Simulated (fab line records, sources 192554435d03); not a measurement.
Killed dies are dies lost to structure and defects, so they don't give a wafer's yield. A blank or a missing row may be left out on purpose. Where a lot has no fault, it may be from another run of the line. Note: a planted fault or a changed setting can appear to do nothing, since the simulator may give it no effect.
Chamber matching :: flow n5_finfet :: N5_MOL_CONTACT_COAG_VIA_ETCH_117 on rie_diel-02 has 4 sister chambers
The step etches SiO2 in C4F6/O2, target depth 40 nm, overetch 8 nm, time 26 s. 4 wafers are shown with their chamber, then 7 later ones without.

## WAFERS, EACH WITH ITS CHAMBER
wafer: L082.1
chamber: 0
rf_vpp_V (V): 1619

wafer: L085.5
chamber: 2
rf_vpp_V (V): 1551

wafer: L087.2
chamber: 1
rf_vpp_V (V): 1596

wafer: L087.5
chamber: 3
rf_vpp_V (V): 1565

## WAFERS WHOSE CHAMBER IS MISSING
wafer: L087.6
rf_vpp_V (V): 1551

wafer: L091.3
rf_vpp_V (V): 1618

wafer: L091.4
rf_vpp_V (V): 1565

wafer: L091.6
rf_vpp_V (V): 1596

wafer: L092.2
rf_vpp_V (V): 1619

wafer: L092.5
rf_vpp_V (V): 1567

wafer: L092.6
rf_vpp_V (V): 1618

## EACH ONE'S CHAMBER
wafer: L087.6
from the rows above: 2
in truth: 2

wafer: L091.3
from the rows above: 0
in truth: 0

wafer: L091.4
from the rows above: 3
in truth: 3

wafer: L091.6
from the rows above: 1
in truth: 1

wafer: L092.2
from the rows above: 0
in truth: 0

wafer: L092.5
from the rows above: 3
in truth: 3

wafer: L092.6
from the rows above: 0
in truth: 0
Correctly placed: 7 of 7. Can't be placed from these rows: 0. 0 placed wrongly.
How it was worked out, from the rows above alone: a wafer's distance from a chamber is the root of the sum, over the readings, of the square of ((its reading less the chamber's mean) divided by the reading's scatter). If the next closest chamber is less than 2 further off than the closest, the wafer can't be placed; otherwise it belongs to the closest. The mean given for a chamber averages the wafers shown for that chamber. The scatter: root of mean squared gap, hidden wafer to nearest shown wafer, with one shown wafer a chamber.
